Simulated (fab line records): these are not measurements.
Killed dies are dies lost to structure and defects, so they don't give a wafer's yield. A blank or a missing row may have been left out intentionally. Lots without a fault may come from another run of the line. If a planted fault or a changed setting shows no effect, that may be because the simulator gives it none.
Comparing a struck lot with a sound one / flow n5_finfet / 16 out of 1938 route steps
Sound: wafers L661.3, L661.5, L661.6. Wafers L682.2, L682.4, L682.6 were the ones struck. Last of all comes the cause.
At each step with rows: each side's tool, then ch and its chambers, then its first start. Under that, the readings that differ: sound wafers / struck wafers / difference of the means / sigmas: that difference in standard deviations of wafers without a fault.
alike: same words and numbers on both sides, and readings whose means sit less than 2 such deviations apart. not compared: any withheld reading, any reading some wafer has no value for, any bound like >300 that may hide the same value, and any number with overlapping values for which the record gives no deviation.
A row with sigmas, a row that says differs or no value, or rows on one side alone: a step with any of these is where the two part. Non-overlapping numbers with no deviation appear without sigmas and do not part them. Lack of a reading on every wafer of one side parts them only where that side has two or more wafers.

first, 3 steps without rows for these wafers: N5_BEOL_M2_SRD_40 (time 30 s); N5_BEOL_M2_PRECLEAN_42 (cleans in residue remover, time 60 s); N5_BEOL_M2_SRD_43 (time 30 s).
N5_BEOL_M2_CD_MEAS_35: target cd 18 nm, target cd y 22.2 nm.
  struck on cd_sem-01, day 12 07:14; sound on cd_sem-03, day 6 13:23
  alike: cd_nm
then, 3 steps without rows for these wafers: N5_BEOL_M2_DEGAS_44 (time 60 s); N5_BEOL_M2_PRE_CLEAN_45 (time 30 s); N5_BEOL_M2_ALD_84 (deposits TaN, pulse time 2 s, purge time 3 s, co reactant purge time 2 s).
N5_BEOL_M2_SURFACE_TREAT_85:
  struck on pvd_sputter-03, day 12 07:48; sound on pvd_sputter-03, day 6 15:05
  not compared: throttle_valve_pct
then, 1 step without rows for these wafers: N5_BEOL_M2_CVD_47 (deposits Co from CCTBA/H2, target thk 3 nm, time 223.8 s).
N5_BEOL_M2_SPUTTER_48: material Cu, target thk 4.5 nm, time 8.29 s.
  struck on pvd_sputter-02, day 12 08:04; sound on pvd_sputter-03, day 6 15:38
  alike: throttle_valve_pct
N5_BEOL_M2_ANNEAL_49: time 240 s.
  struck on pvd_sputter-02, day 12 08:08; sound on pvd_sputter-03, day 6 15:43
  alike: heater_power_w, susceptor_temp_C
N5_BEOL_M2_SPUTTER_79: material Cu, target thk 4.5 nm, time 8.29 s.
  struck on pvd_sputter-02, day 12 08:17; sound on pvd_sputter-03, day 6 15:51
  alike: throttle_valve_pct
N5_BEOL_M2_ANNEAL_80: time 240 s.
  struck on pvd_sputter-02, day 12 08:22; sound on pvd_sputter-03, day 6 15:56
  no value came back on the struck wafers for heater_power_w (W), susceptor_temp_C (C); on the sound wafers heater_power_w (W) reads 758 753 853
N5_BEOL_M2_SPUTTER_81: material Cu, target thk 4.5 nm, time 8.29 s.
  struck on pvd_sputter-02, day 12 08:30; sound on pvd_sputter-03, day 6 16:04
  alike: throttle_valve_pct
N5_BEOL_M4_RC_MEAS_101:
  sound on prober-01 ch 0, day 7 13:34; struck on prober-01 ch 0, day 13 07:30
  alike: DIBL_N, DIBL_P, IOFF_N, IOFF_P, ION_N, ION_P, SS_N, SS_P, VT_N, VT_P
-- a jump in the record: the struck wafers' starts before and after are 4 days apart (it breaks off in module BEOL_M4 and resumes in module PASSIVATION, where the first step shown is number 1936 of the route) --
N5_PASSIVATION_PROBE_49:
  struck on prober-01, day 17 10:40; sound on prober-02, day 11 14:51
  alike: defect_limited_yield, killed_at_M0_to_M3, killed_at_M4_up, killed_at_contacts, killed_at_front_end, killed_at_other, killed_dies, killed_open, killed_short, sort_bin_5_function, sort_bin_6_memory, sort_n_pass, sort_yield_pct

WHERE THEY PART
Only at N5_BEOL_M2_ANNEAL_80, as far as this record shows. Later steps at which nothing parts them and some readings are alike: N5_BEOL_M2_SPUTTER_81, N5_BEOL_M4_RC_MEAS_101, N5_PASSIVATION_PROBE_49.

WHY: what the simulator had put in
At N5_BEOL_M2_ANNEAL_80, the step was skipped entirely on pvd_sputter-02 from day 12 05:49 on. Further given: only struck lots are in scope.
